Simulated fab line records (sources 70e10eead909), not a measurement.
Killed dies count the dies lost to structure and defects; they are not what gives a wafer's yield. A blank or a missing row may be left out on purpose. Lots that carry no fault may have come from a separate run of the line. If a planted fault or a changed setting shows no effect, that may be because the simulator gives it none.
Comparing a struck lot with a sound one || flow nand harc || 15 steps out of a route of 1302
Sound: these wafers, L892.1, L892.4, L892.5. Struck: wafer L898.6 (L898.3, L898.5, from the same lot, were not struck and are left out); the cause is given at the end.
Per side, at each step with rows, come the tool, then ch with its chambers, and then its first start. Under that, the readings that differ: sound wafers || struck wafers || difference of the means || sigmas: that difference in standard deviations of wafers without a fault.
alike: words and numbers the same on both sides, and readings whose means are apart by under 2 such deviations; not compared: readings that were withheld, readings missing a value for some wafer, numbers with overlapping values and no deviation given by the record, and bounds like >300 which may hide the same value.
Wherever a step has rows on one side only, a row that says differs or no value, or a row with sigmas, the two part there. Numbers that don't overlap but have no deviation are shown without sigmas and don't part them. A reading missing from all wafers of one side parts the sides only when that side holds two or more wafers.

NHARC_A_CHANNEL_HOLE_D1_STRIP_27: strips in O2.
  sound: rie diel-07 ch 1,2,3; struck: rie diel-06 ch 3
{"reading": "drypump motor current A (A)", "sound": "6.4 5.4 5.6", "struck": 4.8, "difference": -1.0, "sigmas": -2}
{"reading": "throttle valve pct (%)", "sound": "17.049 17.041 17.029", "struck": 17.017, "difference": -0.023, "sigmas": -2}
  alike: mfc ar sccm, oes product au, rf vpp V, showerhead plenum p Torr
  not compared: rf hours counter h
then, 2 steps without rows for these wafers: NHARC_A_CHANNEL_HOLE_D1_PRECLEAN_28 (cleans in SC1); NHARC_A_CHANNEL_HOLE_D1_SRD_29.
NHARC_A_CHANNEL_HOLE_D1_CD_MEAS_30:
  sound on cd sem-01 at day 10 00:16; struck on cd sem-01 at day 12 10:47
  alike: cd nm
NHARC_A_CHANNEL_HOLE_D1_XSEM_31:
  sound on xsem-01 ch 0, day 10 00:22; struck on xsem-02 ch 0, day 12 10:52
  alike: bot cd nm, bow nm, tilt deg
NHARC_A_CHANNEL_HOLE_D1_INSPECT_40:
  sound on defect inspect-01 at day 10 00:28; struck on defect inspect-01 at day 12 10:58
  alike: raw defect count
then, 2 steps without rows for these wafers: NHARC_A_CHANNEL_FILL_D1_PRECLEAN_00 (cleans in SC1); NHARC_A_CHANNEL_FILL_D1_SRD_01.
NHARC_A_CHANNEL_FILL_D1_ALD_02: deposits SiO2, target thk 6 nm, pulse time 10 s, ald cycles 60.
  sound on ald hk-01 ch 0,2, day 10 00:39; struck on ald hk-01 ch 1, day 12 11:21
  alike: heater power w, precursor pulse height rel
  not compared: ald cycles
NHARC_A_CHANNEL_FILL_D1_ALD_03: deposits SiNx, target thk 6 nm, pulse time 60 s, ald cycles 58.
  sound: ald sin batch-03 ch 0; struck: ald sin batch-01 ch 0
  alike: precursor pulse height rel
  not compared: ald cycles
NHARC_A_CHANNEL_FILL_D1_ALD_14: deposits SiO2, target thk 2.5 nm, pulse time 10 s, ald cycles 25.
  sound on ald hk-01 ch 2,3, day 10 08:35; struck on ald hk-01 ch 2, day 12 19:44
  alike: heater power w, precursor pulse height rel
  not compared: ald cycles
then, 1 step without rows for these wafers: NHARC_A_CHANNEL_FILL_D1_ALD_15 (deposits SiNx, target thk 2 nm, pulse time 60 s, ald cycles 19).
NHARC_A_CHANNEL_FILL_D1_ALD_16: deposits SiO2, target thk 1.5 nm, pulse time 10 s, ald cycles 15.
  sound on ald hk-02 ch 2,3, day 10 13:46; struck on ald hk-03 ch 3, day 13 01:01
{"reading": "ald cycles", "sound": "15 15 15", "struck": 11, "difference": -4, "sigmas": ""}
  alike: heater power w, precursor pulse height rel
then, 1 step without rows for these wafers: NHARC_A_CHANNEL_FILL_D1_ANNEAL_17 (time 1800 s).
-- record jumps: 15 days between struck wafers' starts before vs after; left off in module A_CHANNEL_FILL_D1, resumes in module END, first step shown is number 1302 of the route --
NHARC_END_SORT_01:
  sound on prober-02 ch 0, day 25 04:28; struck on prober-01 ch 0, day 28 04:33
  alike: killed at array, killed at other, killed at periphery, killed dies, killed open, killed short

WHERE THEY PART
At NHARC_A_CHANNEL_HOLE_D1_STRIP_27 and nowhere else, as far as this record goes. Later steps at which nothing parts them and some readings are alike: NHARC_A_CHANNEL_HOLE_D1_CD_MEAS_30, NHARC_A_CHANNEL_HOLE_D1_XSEM_31, NHARC_A_CHANNEL_HOLE_D1_INSPECT_40, NHARC_A_CHANNEL_FILL_D1_ALD_02, NHARC_A_CHANNEL_FILL_D1_ALD_03, NHARC_A_CHANNEL_FILL_D1_ALD_14, NHARC_A_CHANNEL_FILL_D1_ALD_16, NHARC_END_SORT_01.

WHY: what the simulator had put in
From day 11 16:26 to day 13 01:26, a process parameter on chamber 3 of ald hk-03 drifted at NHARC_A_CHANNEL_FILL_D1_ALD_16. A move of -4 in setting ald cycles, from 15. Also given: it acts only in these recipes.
